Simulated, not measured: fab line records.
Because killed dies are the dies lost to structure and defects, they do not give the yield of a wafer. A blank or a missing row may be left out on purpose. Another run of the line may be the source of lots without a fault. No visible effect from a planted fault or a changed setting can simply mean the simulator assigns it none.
Which of the tools did it?    flow n5 finfet    Sampling: 12 lots, 33 wafers, 5 of 1938 route steps

== WHAT THE GAUGES READ, wafer by wafer ==
N5_BEOL_M13_OVL_MEAS_11.
lot   measured      on          V12_OVL (nm)
L494  day 11 17:37  overlay-01  2 1 0
L498  day 12 06:07  overlay-02  0 3 7
L499  day 12 06:37  overlay-02  0 -3 -1
L502  day 13 06:19  overlay-01  4 1 6
L503  day 13 14:48  overlay-02  -7 -6 -3
L504  day 13 18:12  overlay-02  6 2 7
L505  day 13 23:47  overlay-02  12 2 6
L507  day 14 14:10  overlay-02  1 2 -2
L509  day 15 03:50  overlay-01  -10 -8 -6
L511  day 16 15:59  overlay-02  -11 -5
L516  day 18 02:31  overlay-02  -5 3
L517  day 18 03:01  overlay-01  -1 -5

N5_BEOL_M13_INSPECT_30: inspects for defects (macro).
lot   measured      on                 raw defect count
L494  day 11 18:49  defect inspect-01  2 2 2
L498  day 12 07:13  defect inspect-01  1 5 2
L499  day 12 07:35  defect inspect-02  3 3 5
L502  day 13 07:25  defect inspect-02  2 3 0
L503  day 13 15:46  defect inspect-02  0 1 0
L504  day 13 19:19  defect inspect-02  0 6 2
L505  day 14 01:01  defect inspect-01  0 0 3
L507  day 14 15:16  defect inspect-01  2 3 1
L509  day 15 04:56  defect inspect-01  2 1 1
L511  day 16 17:05  defect inspect-02  4 1
L516  day 18 03:37  defect inspect-02  2 1
L517  day 18 03:59  defect inspect-02  3 4

N5_BEOL_M14_OVL_MEAS_11.
lot   measured      on          V13_OVL (nm)
L494  day 11 21:56  overlay-02  6 16 12
L498  day 13 05:17  overlay-01  -4 -1 -1
L499  day 13 04:14  overlay-02  1 -2 1
L502  day 13 11:37  overlay-02  9 1 8
L503  day 13 23:08  overlay-02  1 -6 0
L504  day 14 00:04  overlay-02  -4 -5 -7
L505  day 14 05:26  overlay-01  5 -3 8
L507  day 14 19:33  overlay-01  -12 6 -2
L509  day 15 08:34  overlay-01  -7 2 -7
L511  day 16 22:55  overlay-02  2 3
L516  day 18 13:01  overlay-02  7 7
L517  day 18 13:28  overlay-02  -9 -4

== TOOL THAT RAN EACH LOT (tool first, then ch and the chambers of the sampled wafers, then the start) ==
lot   N5_BEOL_M13_SPUTTER_43        N5_BEOL_M13_CMP_49
L494  pvd sputter-02, day 11 20:11  cmp-04 ch 0,1,3, day 11 20:59
L498  pvd sputter-02, day 13 03:02  cmp-02 ch 0,2, day 13 04:17
L499  pvd sputter-03, day 13 02:21  cmp-02 ch 0,2,3, day 13 03:07
L502  pvd sputter-03, day 13 09:44  cmp-01 ch 0,2,3, day 13 10:33
L503  pvd sputter-02, day 13 20:44  cmp-01 ch 2,3, day 13 22:10
L504  pvd sputter-02, day 13 21:52  cmp-01 ch 1,2, day 13 23:04
L505  pvd sputter-02, day 14 03:41  cmp-02 ch 0,2,3, day 14 04:30
L507  pvd sputter-02, day 14 16:53  cmp-01 ch 1,2,3, day 14 18:35
L509  pvd sputter-02, day 15 06:49  cmp-01 ch 1,2,3, day 15 07:33
L511  pvd sputter-01, day 16 21:09  cmp-02 ch 1,2, day 16 21:53
L516  pvd sputter-02, day 18 11:10  cmp-02 ch 2,3, day 18 11:58
L517  pvd sputter-03, day 18 11:14  cmp-01 ch 2,3, day 18 11:58
- N5_BEOL_M13_SPUTTER_43: material TaN, target thk 15 nm, time 24.19 s.
- N5_BEOL_M13_CMP_49: polishes, stops on SiOC, t overpolish 17.1 s, target thk 420 nm.

== WHAT THE TOOLS THEMSELVES READ (means of the sampled wafers that have a number; where no wafer has one, the mark that the record gives instead) ==
N5_BEOL_M13_SPUTTER_43.
lot   tool            throttle valve pct (%)
L494  pvd sputter-02  29.4
L498  pvd sputter-02  29.3
L499  pvd sputter-03  30.3
L502  pvd sputter-03  30.5
L503  pvd sputter-02  29.0
L504  pvd sputter-02  29.3
L505  pvd sputter-02  29.1
L507  pvd sputter-02  28.9
L509  pvd sputter-02  29.3
L511  pvd sputter-01  31.3
L516  pvd sputter-02  29.0
L517  pvd sputter-03  29.9

N5_BEOL_M13_CMP_49.
lot   tool    barrier field endpoint s (s)  clearing platen down force psi (psi)  motor current A (A)  platen rpm (rpm)  slurry filter dp kPa (kPa)
L494  cmp-04  30.3                          1.498                                 6.3                  50.00             13.43
L498  cmp-02  31.6                          1.500                                 6.3                  49.98             13.43
L499  cmp-02  31.1                          1.499                                 6.2                  49.99             13.45
L502  cmp-01  31.3                          1.500                                 5.6                  49.99             13.38
L503  cmp-01  30.3                          1.497                                 6.0                  50.04             13.55
L504  cmp-01  30.5                          1.499                                 5.7                  50.00             13.55
L505  cmp-02  30.2                          1.498                                 6.2                  49.96             13.57
L507  cmp-01  35.5                          1.500                                 5.7                  49.99             13.49
L509  cmp-01  34.6                          1.497                                 5.8                  50.01             13.41
L511  cmp-02  30.2                          1.499                                 5.5                  49.95             13.46
L516  cmp-02  30.1                          1.500                                 6.0                  50.02             13.52
L517  cmp-01  30.6                          1.501                                 5.8                  49.99             13.50

== THE ANSWER, worked out from the rows above alone ==
Rule: what is usual is taken from the lots themselves. Put in order of their means at a reading, lots are off if they are a third of the lots or fewer, leave a main group of 4 or more, and stand apart from it by a gap of 3 or more times the standard deviation of the main group's means; of several such gaps the widest counts. If all means in a main group match to the digits the tables above print for the reading, that group is not used. Also off: a lot with no number at a reading for which 4 or more lots have one. The other lots that the step has rows for count as sound. After the gauges, taken in route order, come the tools' own readings; for these a lot's mean is taken, as printed above. The first step at which some lot is off is used, and at that step the reading that is off furthest; a lot without a number counts as furthest.
Off: L507, L509, at N5_BEOL_M13_CMP_49 (barrier field endpoint s). Main group: mean 30.6 s, sd 0.5.
A tool fits if, at that step or a process step before it, it ran every lot that is off, and no sound lot after the first of them. No candidate that was tried fits.

== WHAT WAS PUT IN BY THE SIMULATOR ==
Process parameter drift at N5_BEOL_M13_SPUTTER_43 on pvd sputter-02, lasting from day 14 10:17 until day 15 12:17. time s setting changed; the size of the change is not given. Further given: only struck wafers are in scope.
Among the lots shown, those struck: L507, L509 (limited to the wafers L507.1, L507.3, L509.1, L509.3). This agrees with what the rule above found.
